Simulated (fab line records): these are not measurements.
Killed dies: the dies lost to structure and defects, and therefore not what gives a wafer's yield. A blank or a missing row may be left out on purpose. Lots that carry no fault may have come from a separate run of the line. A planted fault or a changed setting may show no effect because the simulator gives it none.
Which tool was responsible? :: flow nand harc :: 72 wafers from 24 lots sampled at 2 of the route's 1302 steps

WHAT EACH GAUGE READ, for each wafer
NHARC_A_CONTACT_INSPECT_10.
lot: L075
measured: day 22 15:35
on: defect inspect-01
raw defect count: 21 27 14

lot: L074
measured: day 22 20:05
on: defect inspect-02
raw defect count: 54 39 55

lot: L076
measured: day 23 03:34
on: defect inspect-01
raw defect count: 148 174 120

lot: L077
measured: day 23 05:40
on: defect inspect-01
raw defect count: 66 55 56

lot: L078
measured: day 24 12:32
on: defect inspect-02
raw defect count: 103 117 116

lot: L080
measured: day 25 03:27
on: defect inspect-01
raw defect count: 63 69 75

lot: L079
measured: day 25 06:34
on: defect inspect-02
raw defect count: 111 123 118

lot: L081
measured: day 25 18:52
on: defect inspect-01
raw defect count: 147 175 183

lot: L082
measured: day 26 03:11
on: defect inspect-02
raw defect count: 70 61 61

lot: L084
measured: day 26 10:47
on: defect inspect-02
raw defect count: 140 135 115

lot: L086
measured: day 26 10:38
on: defect inspect-01
raw defect count: 63 65 68

lot: L085
measured: day 26 14:08
on: defect inspect-02
raw defect count: 109 120 110

lot: L083
measured: day 26 16:35
on: defect inspect-01
raw defect count: 84 105 89

lot: L087
measured: day 27 18:44
on: defect inspect-01
raw defect count: 158 151 132

lot: L089
measured: day 27 19:03
on: defect inspect-01
raw defect count: 78 63 69

lot: L088
measured: day 28 11:51
on: defect inspect-01
raw defect count: 80 96 106

lot: L090
measured: day 29 02:00
on: defect inspect-01
raw defect count: 51 71 55

lot: L091
measured: day 29 23:17
on: defect inspect-01
raw defect count: 81 90 86

lot: L092
measured: day 30 00:37
on: defect inspect-01
raw defect count: 129 147 144

lot: L093
measured: day 30 03:13
on: defect inspect-01
raw defect count: 92 94 103

lot: L094
measured: day 30 05:56
on: defect inspect-01
raw defect count: 94 86 84

lot: L095
measured: day 30 15:49
on: defect inspect-02
raw defect count: 72 75 84

lot: L096
measured: day 31 09:40
on: defect inspect-01
raw defect count: 77 95 91

lot: L097
measured: day 32 04:10
on: defect inspect-01
raw defect count: 87 87 103

TOOL THAT RAN EACH LOT (tool first, then ch and the chambers of the sampled wafers, then the start)
lot: L075
NHARC_A_CONTACT_DEP_84: acl dep-02 ch 0, day 22 13:01

lot: L074
NHARC_A_CONTACT_DEP_84: acl dep-03 ch 0, day 22 17:46

lot: L076
NHARC_A_CONTACT_DEP_84: acl dep-02 ch 0, day 23 00:56

lot: L077
NHARC_A_CONTACT_DEP_84: acl dep-03 ch 0, day 23 03:21

lot: L078
NHARC_A_CONTACT_DEP_84: acl dep-03 ch 0, day 24 09:56

lot: L080
NHARC_A_CONTACT_DEP_84: acl dep-01 ch 0, day 25 00:50

lot: L079
NHARC_A_CONTACT_DEP_84: acl dep-03 ch 0, day 25 04:06

lot: L081
NHARC_A_CONTACT_DEP_84: acl dep-01 ch 0, day 25 16:15

lot: L082
NHARC_A_CONTACT_DEP_84: acl dep-03 ch 0, day 26 00:34

lot: L084
NHARC_A_CONTACT_DEP_84: acl dep-01 ch 0, day 26 08:05

lot: L086
NHARC_A_CONTACT_DEP_84: acl dep-03 ch 0, day 26 08:20

lot: L085
NHARC_A_CONTACT_DEP_84: acl dep-03 ch 0, day 26 11:38

lot: L083
NHARC_A_CONTACT_DEP_84: acl dep-01 ch 0, day 26 14:17

lot: L087
NHARC_A_CONTACT_DEP_84: acl dep-01 ch 0, day 27 16:05

lot: L089
NHARC_A_CONTACT_DEP_84: acl dep-02 ch 0, day 27 17:02

lot: L088
NHARC_A_CONTACT_DEP_84: acl dep-02 ch 0, day 28 10:07

lot: L090
NHARC_A_CONTACT_DEP_84: acl dep-02 ch 0, day 28 23:43

lot: L091
NHARC_A_CONTACT_DEP_84: acl dep-02 ch 0, day 29 20:50

lot: L092
NHARC_A_CONTACT_DEP_84: acl dep-01 ch 0, day 29 22:18

lot: L093
NHARC_A_CONTACT_DEP_84: acl dep-02 ch 0, day 30 00:54

lot: L094
NHARC_A_CONTACT_DEP_84: acl dep-03 ch 0, day 30 03:23

lot: L095
NHARC_A_CONTACT_DEP_84: acl dep-01 ch 0, day 30 13:07

lot: L096
NHARC_A_CONTACT_DEP_84: acl dep-03 ch 0, day 31 07:12

lot: L097
NHARC_A_CONTACT_DEP_84: acl dep-03 ch 0, day 32 02:00
- NHARC_A_CONTACT_DEP_84: deposits aC, target thk 2800 nm.

AS READ BY THE TOOLS THEMSELVES (means over the sampled wafers that have a number; for cases with no such wafer, the mark the record gives instead)
NHARC_A_CONTACT_DEP_84.
lot: L075
tool: acl dep-02
throttle valve pct (%): 35.001

lot: L074
tool: acl dep-03
throttle valve pct (%): 35.000

lot: L076
tool: acl dep-02
throttle valve pct (%): 34.996

lot: L077
tool: acl dep-03
throttle valve pct (%): 35.004

lot: L078
tool: acl dep-03
throttle valve pct (%): 34.999

lot: L080
tool: acl dep-01
throttle valve pct (%): 34.996

lot: L079
tool: acl dep-03
throttle valve pct (%): 34.989

lot: L081
tool: acl dep-01
throttle valve pct (%): 34.992

lot: L082
tool: acl dep-03
throttle valve pct (%): 35.002

lot: L084
tool: acl dep-01
throttle valve pct (%): 34.998

lot: L086
tool: acl dep-03
throttle valve pct (%): 34.997

lot: L085
tool: acl dep-03
throttle valve pct (%): 34.994

lot: L083
tool: acl dep-01
throttle valve pct (%): 35.005

lot: L087
tool: acl dep-01
throttle valve pct (%): 34.992

lot: L089
tool: acl dep-02
throttle valve pct (%): 35.002

lot: L088
tool: acl dep-02
throttle valve pct (%): 34.998

lot: L090
tool: acl dep-02
throttle valve pct (%): 34.999

lot: L091
tool: acl dep-02
throttle valve pct (%): 35.006

lot: L092
tool: acl dep-01
throttle valve pct (%): 34.997

lot: L093
tool: acl dep-02
throttle valve pct (%): 35.003

lot: L094
tool: acl dep-03
throttle valve pct (%): 35.002

lot: L095
tool: acl dep-01
throttle valve pct (%): 35.004

lot: L096
tool: acl dep-03
throttle valve pct (%): 35.005

lot: L097
tool: acl dep-03
throttle valve pct (%): 34.996

THE ANSWER, worked out from the rows above alone
Rule: usual is defined by the lots themselves. Put in order of their means at a reading, lots are off if they are a third of the lots or fewer, leave a main group of 4 or more, and stand apart from it by a gap of 3 or more times the standard deviation of the main group's means; of several such gaps the widest counts. If all means in a main group match to the digits the tables above print for the reading, that group is not used. Also off: a lot with no number at a reading for which 4 or more lots have one. All remaining lots with rows at the step are treated as sound. First the gauges in route order, then the tools' own readings, where a lot's mean is used as printed above. The first step at which some lot is off is used, and at that step the reading that is off furthest; a lot without a number counts as furthest.
No lot is off on any of the readings shown, so nothing can be concluded from this.

WHAT THE SIMULATOR HAD INSERTED
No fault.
